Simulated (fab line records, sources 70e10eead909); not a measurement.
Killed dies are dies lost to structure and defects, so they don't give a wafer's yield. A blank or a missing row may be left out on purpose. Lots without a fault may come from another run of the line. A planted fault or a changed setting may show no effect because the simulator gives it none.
Chamber matching | flow nand_harc | NHARC_A_BONDPAD_ETCH_34 on rie_diel-03: 4 sister chambers
The step etches the open film in N2/H2, target depth 60 nm, overetch 18 nm, time 65.91 s. 16 wafers are shown with their chamber, then 8 later ones without.

WAFERS WITH THEIR CHAMBER
wafer  | chamber | showerhead_plenum_p_Torr (Torr) | rf_vpp_V (V) | run_length_s (s)
L640.4 | 0       | 1.92                            | 427.1        | 86.9
L640.5 | 3       | 2.13                            | 432.3        | 86.7
L640.6 | 0       | 1.92                            | 426.2        | 87.0
L643.1 | 2       | 1.97                            | 428.5        | 87.6
L643.2 | 0       | 1.92                            | 427.4        | 86.8
L643.4 | 3       | 2.14                            | 432.2        | 87.4
L642.3 | 1       | 2.10                            | 432.1        | 86.9
L642.5 | 1       | 2.10                            | 434.8        | 87.0
L642.6 | 0       | 1.92                            | 426.8        | 87.1
L647.1 | 1       | 2.10                            | 432.6        | 86.8
L647.2 | 3       | 2.13                            | 432.8        | 86.8
L647.4 | 0       | 1.92                            | 426.1        | 87.2
L646.3 | 3       | 2.13                            | 432.5        | 87.1
L646.5 | 0       | 1.92                            | 426.1        | 87.2
L646.6 | 1       | 2.10                            | 432.5        | 86.8
L653.1 | 3       | 2.13                            | 433.0        | 86.7

SIGNATURES (means of the wafers above)
reading                  | chamber 0 | chamber 1 | chamber 2 | chamber 3 | scatter within a chamber
showerhead_plenum_p_Torr | 1.9200    | 2.1000    | 1.9700    | 2.1320    | 0.00258
rf_vpp_V                 | 426.617   | 433.000   | 428.500   | 432.560   | 0.736
run_length_s             | 87.033    | 86.875    | 87.600    | 86.940    | 0.211
Rule: a wafer's distance from a chamber is the root of the sum, over the readings, of the square of ((its reading less the chamber's mean) divided by the reading's scatter). The wafer belongs to the nearest chamber; if the next one is less than 2 further off, it can't be placed. The scatter: the root of (the sum of the squares of (reading less its chamber's mean) over the shown wafers, divided by (wafers less chambers)).

WAFERS WITHOUT THEIR CHAMBER
wafer  | showerhead_plenum_p_Torr (Torr) | rf_vpp_V (V) | run_length_s (s)
L653.5 | 1.97                            | 427.6        | 87.6
L653.6 | 2.10                            | 431.3        | 86.8
L655.4 | 1.97                            | 428.3        | 87.9
L655.5 | 2.13                            | 433.8        | 86.8
L655.6 | 1.97                            | 428.6        | 87.5
L662.1 | 2.13                            | 433.4        | 86.8
L662.2 | 1.97                            | 428.8        | 87.4
L662.6 | 2.10                            | 429.3        | 86.6

WHICH CHAMBER EACH WENT THROUGH
wafer  | from the rows above | in truth
L653.5 | 2                   | 2
L653.6 | 1                   | 1
L655.4 | 2                   | 2
L655.5 | 3                   | 3
L655.6 | 2                   | 2
L662.1 | 3                   | 3
L662.2 | 2                   | 2
L662.6 | 1                   | 1
Placed correctly: 8 of 8. Can't be placed from these rows: 0. Placed wrongly: 0.
